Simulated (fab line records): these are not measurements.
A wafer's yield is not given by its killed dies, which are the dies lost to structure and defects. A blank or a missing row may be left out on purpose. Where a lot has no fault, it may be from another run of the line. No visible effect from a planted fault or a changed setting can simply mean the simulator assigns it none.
fab line records    flow n5-finfet
[record] lots = 9  wafers = 24  last-day = 17
route steps=1938 shown BEOL_M4@1111 BEOL_M14@1753 PASSIVATION@1936
lots untouched by any fault: they come from a run of this same line in which no faults occurred
start-h: hours from the record's opening day to when the first of the lot's shown wafers began    wait-h: hours since the lot's step before    " as in the row above    L1.1+2: a single row standing in for several wafers    - no value, or no start given    * or withheld: withheld    < > ~ a bound
route shown NAME@n: NAME is a module with steps in the file, n the number in the route of the first one    usual: mean/standard deviation of fault-free wafers    same: alike in all rows    chamber/n: place in a boat    sites: readings site by site    _std_site: their standard deviation    _edge_site: inner sites' mean taken away from outer sites' mean    radius-mm: how far each site lies from the wafer's centre    mask NAME#n: copy n    behind: tool/chamber where the wafer was last shaped    hold: why the lot went on hold/how many hours it stayed there/how the hold came to an end    device: whichever transistor did not switch (one of n, p or np)    end of line: at the end of the route, the tests of the same wafers    a step given without rows: its recipe and nothing more    killed: the dies lost at the first sort to structure and to defects; this is not the yield of the wafer    map: per-die view of a wafer (x killed, . not killed, _ where there is no die)
set.NAME: the setting as run; set.NAME@STEP: as run at that earlier step    model.NAME: the simulator's own value behind a step, which no gauge read
steps of the route over a sample of lots; a table a step, a row a wafer
services: the hour from which a tool's chamber was out of use, counted from the record's first day as start-h (under 0 if before that day), plus the number of hours and why
[[steps]]
[step N5_BEOL_M4_RC_MEAS_101]
[usual] DIBL_N = 36.1/1.5  DIBL_P = 36.1/1.9  IOFF_N = 0.159/0.029  IOFF_P = 0.21/0.038  ION_N = 675/11  ION_P = 464/8.1  SS_N = 71.5/0.57  SS_P = 73.3/0.64  VT_N = 249/3.1  VT_P = -250/3.8
lot.wafer  tool       chamber  start-h  wait-h  DIBL_N[mV/V]  DIBL_P[mV/V]  IOFF_N[nA/um]  IOFF_P[nA/um]  ION_N[uA/um]  ION_P[uA/um]  SS_N[mV/dec]  SS_P[mV/dec]  VT_N[mV]  VT_P[mV]
L516.1     prober-02  0        176.70   0.0     33.6          32.4          0.118          0.18           668           461           71.4          72.6          257       -248
L516.3     "          0        "        "       35.6          35.8          0.147          0.22           680           471           72.0          73.4          251       -249
L516.4     "          0        "        "       36.6          36.9          0.173          0.24           691           471           72.1          73.4          248       -249
L525.5     prober-01  0        227.34   0.6     36.3          36.1          0.173          0.26           686           468           70.9          73.7          246       -244
L525.6     "          0        "        "       37.4          37.4          0.209          0.29           695           477           72.2          74.1          245       -241
L526.1     prober-01  0        245.48   0.0     33.0          32.4          0.104          0.15           660           446           70.9          72.5          255       -254
L526.3     "          0        "        "       36.2          35.5          0.145          0.18           664           456           71.4          73.0          252       -253
L526.4     "          0        "        "       33.8          33.0          0.109          0.15           668           453           71.1          72.2          256       -254
L528.3     prober-02  0        249.42   0.6     36.8          35.6          0.172          0.18           677           454           71.0          73.2          248       -253
L528.5     "          0        "        "       36.2          35.5          0.175          0.20           692           470           70.5          73.2          247       -252
L528.6     "          0        "        "       37.0          36.4          0.184          0.19           686           452           71.6          74.3          245       -254
L529.4     prober-01  0        255.48   0.5     34.6          33.0          0.133          0.17           675           462           70.8          72.3          248       -253
L529.5     "          0        "        "       34.1          32.4          0.122          0.16           666           459           71.0          72.4          252       -255
L529.6     "          0        "        "       37.3          36.1          0.177          0.21           684           467           71.5          74.1          248       -251
L532.1     prober-01  0        274.06   0.0     35.3          36.4          0.159          0.21           688           463           72.2          73.5          248       -249
L532.6     "          0        "        "       37.3          39.1          0.206          0.26           689           468           72.0          74.1          244       -247
L535.1     prober-02  0        300.63   0.0     35.6          36.6          0.159          0.20           674           456           71.3          72.6          247       -252
L535.5     "          0        "        "       34.5          34.6          0.131          0.17           664           456           71.1          73.1          252       -255
L536.1     prober-02  0        306.03   0.0     37.1          37.1          0.173          0.30           677           479           71.4          73.3          246       -241
L536.2     "          0        "        "       37.5          37.7          0.192          0.32           689           481           72.1          73.7          247       -242
L536.6     "          0        "        "       37.6          37.6          0.198          0.31           686           473           72.0          74.3          245       -244
L537.1     prober-01  0        321.45   0.0     36.2          36.8          0.181          0.23           684           469           71.1          73.3          247       -247
L537.3     "          0        "        "       36.6          36.4          0.180          0.23           680           468           70.9          72.5          246       -248
L537.5     "          0        "        "       34.8          36.0          0.168          0.23           686           473           71.5          73.6          244       -247
[step N5_BEOL_M14_TRENCH_ETCH_34]
[recipe] chemistry = C4F8/O2/Ar  target = SiO2  target-depth-a = 5566.5  mask-material = SOC  he-inner-torr = 15  he-outer-torr = 30  time-s = 126.9  ion-energy-ev = 800  pressure-mtorr = 20  source-w = 1905  bias-w = 2040  Ar_flow_sccm = 400  C4F8_flow_sccm = 16  O2_flow_sccm = 12
[usual] bias-w = 2040/5.5  drypump-motor-current-A = 5.6/0.5  oes-product-au = 0.81/0.055  rf-vpp-V = 2222/21  showerhead-plenum-p-Torr = 3.47/0.13  throttle-valve-pct = 30.82/0.14
lot.wafer  tool         chamber  start-h  wait-h  bias-w  drypump-motor-current-A  oes-product-au  rf-hours-counter-h  rf-vpp-V  showerhead-plenum-p-Torr  throttle-valve-pct
L516.1     rie-diel-06  3        250.77   0.0     2035    5.2                      0.84            75                  2266      3.59                      30.86
L516.3     "            1        "        "       2040    6.6                      0.76            133                 2222      3.29                      30.84
L516.4     "            0        "        "       2046    5.3                      0.85            43                  2245      3.62                      30.93
L525.5     rie-diel-02  0        306.64   0.1     2040    5.8                      0.80            -                   2204      3.48                      30.73
L525.6     "            1        "        "       2034    5.6                      0.79            -                   2208      3.44                      30.54
L526.1     rie-diel-01  3        324.85   0.0     2039    5.7                      0.79            95                  2224      3.32                      30.82
L526.3     "            2        "        "       2040    6.4                      0.84            53                  2203      3.34                      30.67
L526.4     "            0        "        "       2039    6.1                      0.93            18                  2227      3.65                      30.91
L528.3     rie-diel-01  3        330.21   0.0     2031    5.7                      0.78            97                  2225      3.32                      30.82
L528.5     "            1        "        "       2040    5.3                      0.94            -                   2217      3.37                      30.80
L528.6     "            0        "        "       2044    6.0                      0.91            -                   2229      3.65                      30.93
L529.4     rie-diel-06  3        336.28   0.0     2054    5.1                      0.81            102                 2266      3.58                      30.87
L529.5     "            2        "        "       2042    5.4                      0.82            -                   2240      3.61                      31.09
L529.6     "            3        "        "       2048    5.1                      0.80            -                   2266      3.58                      30.90
L532.1     rie-diel-01  2        351.75   0.0     2050    6.4                      0.82            63                  2200      3.34                      30.69
L532.6     "            0        "        "       2041    6.1                      0.91            -                   2227      3.65                      30.91
L535.1     rie-diel-02  0        375.04   0.0     2047    5.8                      0.77            125                 2202      3.47                      30.76
L535.5     "            2        "        "       2039    5.8                      0.76            -                   2190      3.58                      30.78
L536.1     rie-diel-02  0        388.60   0.0     2046    5.8                      0.76            129                 2201      3.46                      30.76
L536.2     "            3        "        "       2039    4.8                      0.73            154                 2213      3.28                      30.90
L536.6     "            2        "        "       2036    5.8                      0.76            -                   2191      3.58                      30.79
L537.1     rie-diel-01  1        388.73   0.0     2049    5.3                      0.91            31                  2215      3.36                      30.86
L537.3     "            0        "        "       2028    6.1                      0.88            41                  2226      3.64                      30.93
L537.5     "            3        "        "       2035    5.7                      0.76            -                   2222      3.31                      30.83
[step N5_BEOL_M14_PRE_CLEAN_42]
[recipe] gas = H2/He  time-s = 30  temp-c = 300
[usual] heater-power-w = 446/43
lot.wafer  tool            chamber  start-h  wait-h  heater-power-w
L516.1     pvd-sputter-03  -        251.73   0.0     425
L516.3     "               -        "        "       456
L516.4     "               -        "        "       486
L525.5     pvd-sputter-03  -        308.15   0.0     354
L525.6     "               -        "        "       419
L526.1     pvd-sputter-03  -        326.77   0.0     455
L526.3     "               -        "        "       367
L526.4     "               -        "        "       420
L528.3     pvd-sputter-01  -        333.13   0.0     490
L528.5     "               -        "        "       400
L528.6     "               -        "        "       481
L529.4     pvd-sputter-03  -        337.34   0.0     447
L529.5     "               -        "        "       453
L529.6     "               -        "        "       486
L532.1     pvd-sputter-03  -        354.22   0.0     441
L532.6     "               -        "        "       492
L535.1     pvd-sputter-02  -        378.34   0.0     448
L535.5     "               -        "        "       467
L536.1     pvd-sputter-02  -        390.60   0.0     458
L536.2     "               -        "        "       446
L536.6     "               -        "        "       471
L537.1     pvd-sputter-03  -        390.97   0.0     451
L537.3     "               -        "        "       355
L537.5     "               -        "        "       415
[step N5_BEOL_M14_SPUTTER_45]
[recipe] material = Cu  target-thk-a = 1000  temp-c = -20  bias-v = 60  power-w = 26000  chamber-pressure-pa = 0.13  time-s = 16.67
[usual] bias-v = 60.0/0.67  cathode-dc-power-W = 26000/4.9  throttle-valve-pct = 29.9/1.1
lot.wafer  tool            chamber  start-h  wait-h  bias-v  cathode-dc-power-W  throttle-valve-pct
L516.1     pvd-sputter-03  -        251.93   0.0     60.5    26002               31.3
L516.3     "               -        "        "       59.8    25995               29.4
L516.4     "               -        "        "       59.5    26009               31.8
L525.5     pvd-sputter-03  -        308.37   0.0     60.2    25993               29.8
L525.6     "               -        "        "       60.5    26004               31.0
L526.1     pvd-sputter-03  -        326.97   0.0     59.6    25990               29.0
L526.3     "               -        "        "       59.6    26003               29.0
L526.4     "               -        "        "       58.9    26009               31.0
L528.3     pvd-sputter-01  -        333.33   0.0     -       -                   -
L528.5     "               -        "        "       -       -                   -
L528.6     "               -        "        "       -       -                   -
L529.4     pvd-sputter-03  -        337.57   0.0     -       -                   -
L529.5     "               -        "        "       -       -                   -
L529.6     "               -        "        "       -       -                   -
L532.1     pvd-sputter-03  -        354.45   0.0     60.9    25998               29.1
L532.6     "               -        "        "       59.6    26002               31.8
L535.1     pvd-sputter-02  -        378.54   0.0     59.4    26007               29.8
L535.5     "               -        "        "       60.7    26000               30.0
L536.1     pvd-sputter-02  -        390.80   0.0     61.3    26006               29.5
L536.2     "               -        "        "       58.6    26001               29.7
L536.6     "               -        "        "       59.1    25991               30.0
L537.1     pvd-sputter-03  -        391.17   0.0     60.3    26000               29.2
L537.3     "               -        "        "       60.3    26005               29.6
L537.5     "               -        "        "       60.0    25998               31.3
[step N5_BEOL_M14_CMP_49]
[recipe] stop-on = SiO2  t-overpolish-s = 5.2  down-force-psi = 2  platen-rpm = 80  clearing-platen-down-force-psi = 2  clearing-platen-rpm = 80  post-cmp-clean = cu-alkaline  target-thk-nm = 560  clearing-platen-pad-velocity-m-s = 1.5917  pad-velocity-m-s = 1.5917
[usual] motor-current-A = 7.8/1  time-to-endpoint-s = 122/4.2
lot.wafer  tool    chamber  start-h  wait-h  motor-current-A  time-to-endpoint-s
L516.3     cmp-03  3        252.68   0.2     7.0              125
L516.1     "       1        "        "       7.2              117
L516.4     "       2        "        "       9.0              117
L525.5     cmp-03  1        309.08   0.2     6.8              129
L525.6     "       2        "        "       8.0              120
L526.4     cmp-02  2        327.57   0.1     9.0              115
L526.3     "       0        "        "       7.3              123
L526.1     "       1        "        "       7.1              119
L528.3     cmp-03  1        334.08   0.2     6.8              0
L528.6     "       0        "        "       8.1              1
L528.5     "       1        "        "       7.0              1
L529.4     cmp-03  1        338.29   0.2     7.0              2
L529.6     "       2        "        "       8.6              1
L529.5     "       3        "        "       7.0              3
L532.1     cmp-03  0        355.06   0.3     7.9              125
L532.6     "       0        "        "       7.9              119
L535.1     cmp-03  0        379.15   0.3     8.5              121
L535.5     "       1        "        "       6.9              125
L536.1     cmp-03  3        391.40   0.3     7.0              124
L536.2     "       0        "        "       7.5              126
L536.6     "       0        "        "       8.5              119
L537.1     cmp-01  2        391.93   0.3     11.3             123
L537.3     "       0        "        "       8.0              128
L537.5     "       2        "        "       11.1             119
[step N5_BEOL_M14_THK_MEAS_50]
[recipe] thk-meas-gauge = xrf  reads = Cu_of_BEOL_M14_ECD_47
[usual] M14_THK = 536/10
lot.wafer  tool           chamber  start-h  wait-h  M14_THK[nm]
L516.1     film-metro-01  -        252.98   -       538
L516.3     "              -        "        "       516
L516.4     "              -        "        "       538
L525.5     film-metro-02  -        309.23   -       537
L525.6     "              -        "        "       541
L526.1     film-metro-01  -        327.87   -       524
L526.3     "              -        "        "       543
L526.4     "              -        "        "       561
L528.3     film-metro-02  -        334.34   -       -
L528.5     "              -        "        "       -
L528.6     "              -        "        "       -
L529.4     film-metro-02  -        338.48   -       -
L529.5     "              -        "        "       -
L529.6     "              -        "        "       -
L532.1     film-metro-02  -        355.36   -       546
L532.6     "              -        "        "       563
L535.1     film-metro-02  -        379.44   -       530
L535.5     "              -        "        "       528
L536.1     film-metro-01  -        391.70   -       536
L536.2     "              -        "        "       527
L536.6     "              -        "        "       530
L537.1     film-metro-02  -        392.19   -       534
L537.3     "              -        "        "       546
L537.5     "              -        "        "       517
[step N5_BEOL_M14_DEP_53]
[recipe] material = SiCN  target-thk-a = 500  temp-c = withheld  precursor = 3MS/NH3  pressure-torr = 3  rf-w = 675  time-s = 17.8
[usual] chamber-pressure-Torr = 2.999/0.0076  showerhead-plenum-p-Torr = 4.167/0.024  throttle-valve-pct = 18.7/1.2
lot.wafer  tool      chamber  start-h  wait-h  chamber-pressure-Torr  showerhead-plenum-p-Torr  throttle-valve-pct
L516.1     pecvd-03  0        253.04   0.0     3.004                  4.153                     20.2
L516.3     "         1        "        "       3.010                  4.174                     16.8
L516.4     "         2        "        "       2.994                  4.173                     17.5
L525.5     pecvd-04  0        309.31   0.0     3.003                  4.165                     17.8
L525.6     "         1        "        "       3.000                  4.133                     18.4
L526.1     pecvd-03  1        327.93   0.0     3.010                  4.181                     17.0
L526.3     "         2        "        "       3.015                  4.152                     17.6
L526.4     "         1        "        "       3.014                  4.186                     16.7
L528.3     pecvd-03  1        334.40   0.0     3.003                  4.187                     17.2
L528.5     "         0        "        "       2.995                  4.150                     20.3
L528.6     "         1        "        "       3.009                  4.184                     16.7
L529.4     pecvd-01  1        338.55   0.0     2.999                  4.169                     18.4
L529.5     "         0        "        "       2.985                  4.215                     20.8
L529.6     "         2        "        "       3.007                  4.163                     19.1
L532.1     pecvd-04  0        355.42   0.0     2.994                  4.179                     17.9
L532.6     "         0        "        "       3.007                  4.159                     18.0
L535.1     pecvd-03  0        379.50   0.0     2.996                  4.147                     20.5
L535.5     "         0        "        "       3.003                  4.144                     20.6
L536.1     pecvd-01  2        391.76   0.0     2.996                  4.177                     19.3
L536.2     "         0        "        "       3.005                  4.236                     21.3
L536.6     "         1        "        "       2.996                  4.151                     18.2
L537.1     pecvd-01  2        392.25   0.0     2.996                  4.179                     19.1
L537.3     "         0        "        "       3.003                  4.220                     21.5
L537.5     "         0        "        "       3.010                  4.216                     21.4
[step N5_BEOL_M14_RS_MEAS_54]
[recipe] thk-meas-gauge = four-point-probe  reads = Cu_of_BEOL_M14_ECD_47+Ta_of_BEOL_M14_SPUTTER_44+TaN_of_BEOL_M14_SPUTTER_43
[usual] M14_RS = 0.0331/0.00059
lot.wafer  tool           chamber  start-h  wait-h  M14_RS[ohm/sq]
L516.1     film-metro-02  -        253.10   0.0     0.0331
L516.3     "              -        "        "       0.0344
L516.4     "              -        "        "       0.0329
L525.5     film-metro-01  -        309.36   0.0     0.0330
L525.6     "              -        "        "       0.0329
L526.1     film-metro-01  -        328.00   0.0     0.0338
L526.3     "              -        "        "       0.0328
L526.4     "              -        "        "       0.0316
L528.3     film-metro-01  -        334.47   0.1     33.312
L528.5     "              -        "        "       33.016
L528.6     "              -        "        "       32.700
L529.4     film-metro-02  -        338.61   0.0     32.880
L529.5     "              -        "        "       33.295
L529.6     "              -        "        "       33.538
L532.1     film-metro-01  -        355.49   0.0     0.0331
L532.6     "              -        "        "       0.0320
L535.1     film-metro-02  -        379.57   0.0     0.0330
L535.5     "              -        "        "       0.0332
L536.1     film-metro-02  -        391.83   0.0     0.0331
L536.2     "              -        "        "       0.0337
L536.6     "              -        "        "       0.0334
L537.1     film-metro-01  -        392.32   0.0     0.0327
L537.3     "              -        "        "       0.0319
L537.5     "              -        "        "       0.0339
[step N5_PASSIVATION_PROBE_49]
[usual] defect-limited-yield = 91.5/1.6  killed_at_M0_to_M3 = 33/10  killed_at_M4_up = 13/5.6  killed-at-contacts = 13/6  killed-at-front-end = 39/12  killed-at-other = 3.0/2.8  killed-dies = 101/19  killed-on-rim = 13/4  killed-open = 65/13  killed-short = 32/8.3  sort_bin_5_function = 5.0/1  sort_bin_6_memory = 3.1/0.69  sort-n-pass = 1079/19  sort-yield-pct = 91.5/1.6
[same] gross-dies = 1180  killed-at-back-side = 0  sort_bin_4_leakage[%] = 0  sort_bin_8_speed[%] = 0
lot.wafer  tool       chamber  start-h  wait-h  defect-limited-yield[%]  killed_at_M0_to_M3  killed_at_M4_up  killed-at-contacts  killed-at-front-end  killed-at-other  killed-dies  killed-on-rim  killed-open  killed-short  sort_bin_5_function[%]  sort_bin_6_memory[%]  sort-n-pass  sort-yield-pct[%]
L525.5     prober-02  -        338.58   0.2     90.8                     46                  15               6                   39                   3                109          11             64           38            5.0                     3.2                   1071         90.8
L528.3     prober-01  -        355.55   0.1     0                        27                  1098             18                  37                   0                1180         152            70           28            96.7                    3.1                   0            0
L528.5     prober-01  -        355.65   0.2     0                        33                  1107             12                  28                   0                1180         152            52           34            96.4                    3.2                   0            0
L528.6     prober-01  -        355.70   0.3     0                        28                  1104             16                  30                   2                1180         152            58           26            97.8                    1.9                   0            0
L529.4     prober-02  -        360.16   0.2     0                        25                  1107             16                  25                   7                1180         152            56           29            96.7                    3.0                   0            0
L529.5     prober-02  -        360.21   0.2     0                        34                  1083             10                  49                   4                1180         152            61           43            95.8                    3.7                   0            0
L529.6     prober-02  -        360.26   0.3     0                        43                  1085             9                   37                   6                1180         152            71           32            96.5                    3.1                   0            0
// killed by level:class
L525.5 BEOL_M0_SAQP:geometric-particle:open=9 BEOL_M3:geometric-particle:open=8 BEOL_M4:geometric-particle:open=8 BEOL_M2:geometric-particle:open=7 HKMG_FIN:area-etch=6 BEOL_M1:geometric-particle:short=5 STI_FIN_REVEAL:geometric-particle:open=5 DUMMY_GATE:geometric-particle:open=5
L528.3 BEOL_M14:area-ecd=564 BEOL_M14:area-sputter=518 FIN_SAQP:geometric-particle:open=17 MOL_CONTACT_COAG:geometric-particle:open=11 BEOL_M0_SAQP:geometric-particle:short=8 BEOL_M3:geometric-particle:open=8 MOL_CONTACT_COAG:geometric-particle:short=7 STI_FIN_REVEAL:geometric-particle:open=5
L528.5 BEOL_M14:area-sputter=570 BEOL_M14:area-ecd=523 BEOL_M3:geometric-particle:open=12 MOL_CONTACT_COAG:geometric-particle:open=9 BEOL_M0_SAQP:geometric-particle:short=8 BEOL_M4:geometric-particle:open=6 FIN_SAQP:geometric-particle:open=4 FIN_SAQP:geometric-particle:short=4
L528.6 BEOL_M14:area-ecd=550 BEOL_M14:area-sputter=544 MOL_CONTACT_COAG:geometric-particle:open=13 BEOL_M0_SAQP:geometric-particle:open=7 DUMMY_GATE:geometric-particle:open=6 BEOL_M0_SAQP:geometric-particle:short=6 FIN_SAQP:geometric-particle:short=4 FIN_SAQP:geometric-particle:open=4
L529.4 BEOL_M14:area-sputter=556 BEOL_M14:area-ecd=539 MOL_CONTACT_COAG:geometric-particle:open=14 BEOL_M0_SAQP:geometric-particle:open=7 BEOL_M0_SAQP:geometric-particle:short=6 BEOL_M1:geometric-particle:open=5 DUMMY_GATE:geometric-particle:open=4 BEOL_M3:geometric-particle:open=4
L529.5 BEOL_M14:area-ecd=544 BEOL_M14:area-sputter=532 DUMMY_GATE:geometric-particle:open=12 BEOL_M0_SAQP:geometric-particle:short=10 BEOL_M2:geometric-particle:open=7 DUMMY_GATE:geometric-particle:short=6 MOL_CONTACT_COAG:geometric-particle:open=6 ILD0:geometric-particle:short=5
L529.6 BEOL_M14:area-ecd=557 BEOL_M14:area-sputter=519 BEOL_M0_SAQP:geometric-particle:open=11 BEOL_M3:geometric-particle:open=11 BEOL_M0_SAQP:geometric-particle:short=9 MOL_CONTACT_COAG:geometric-particle:open=7 BEOL_M2:geometric-particle:open=6 STI_FIN_REVEAL:geometric-particle:open=5
[[services]]
tool            chamber  start-h  hours  kind
cmp-01          -        230.19   4.0    pm
pecvd-03        -        232.87   3.7    repair
rie-diel-01     0        239.19   -      clean
rie-diel-01     0        239.19   -      consumable-replace:focus-ring
rie-diel-01     0        239.19   -      consumable-replace:showerhead
rie-diel-01     0        239.19   32.1   scheduled-down
rie-diel-01     0        239.19   32.1   vent-cycle
pecvd-01        -        252.22   2.3    repair
cmp-02          -        258.45   4.3    repair
rie-diel-02     1        259.35   18.6   repair
cmp-02          -        267.14   0.2    repair
pecvd-04        0        271.90   10.6   repair
cmp-02          -        300.52   4.0    pm
cmp-03          -        326.15   2.9    repair
pvd-sputter-03  -        328.74   2.3    repair
rie-diel-02     3        329.31   13.5   repair
cmp-03          -        331.98   1.0    repair
cmp-03          -        336.65   0.8    repair
pecvd-03        2        346.52   7.2    repair
rie-diel-06     -        358.14   0.3    repair
pvd-sputter-01  -        359.72   0.6    repair
cmp-03          -        363.30   3.5    repair
rie-diel-01     1        368.16   6.0    repair
rie-diel-02     1        382.68   3.1    repair
[[key]]
[first-sign] step = N5_BEOL_M14_SPUTTER_45  reading = tool-record  direction = missing
[effect] step = N5_BEOL_M14_CMP_49  reading = time-to-endpoint-s  direction = down  sigmas = 29  usual = *  struck = *
[effect] step = N5_BEOL_M14_THK_MEAS_50  reading = M14_THK  direction = missing
[effect] step = N5_BEOL_M14_RS_MEAS_54  reading = M14_RS  direction = up  sigmas = 99+  usual = 0.0331  struck = 33.123
[effect] step = N5_PASSIVATION_PROBE_49  reading = killed_at_M4_up  direction = up  sigmas = 99+  usual = 13  struck = 1097
[more-kills-born-at] N5_BEOL_M14_ECD_47@ecd-cu-01 = 1640  N5_BEOL_M14_ECD_47@ecd-cu-02 = 1637  N5_BEOL_M14_SPUTTER_45@pvd-sputter-01 = 1632
met-at N5_BEOL_M14_SPUTTER_45
struck-lots L528,L529
later-rows-left-out L528.3,L528.5,L528.6,L529.4,L529.5,L529.6
not-acting-at N5_BEOL_M14_TRENCH_ETCH_34,N5_BEOL_M14_PRE_CLEAN_42,N5_BEOL_M14_DEP_53
onset-between 326.97 333.33
[fault] kind = skipped-step-whole  tool = pvd-sputter-01,pvd-sputter-03  chamber = -  onset-h = 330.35  steps = N5_BEOL_M14_SPUTTER_45  scope = struck-lots-only
// later-rows-left-out: the simulator's readings of these wafers behind a module that went badly wrong aren't trusted and aren't shown, but for the sort
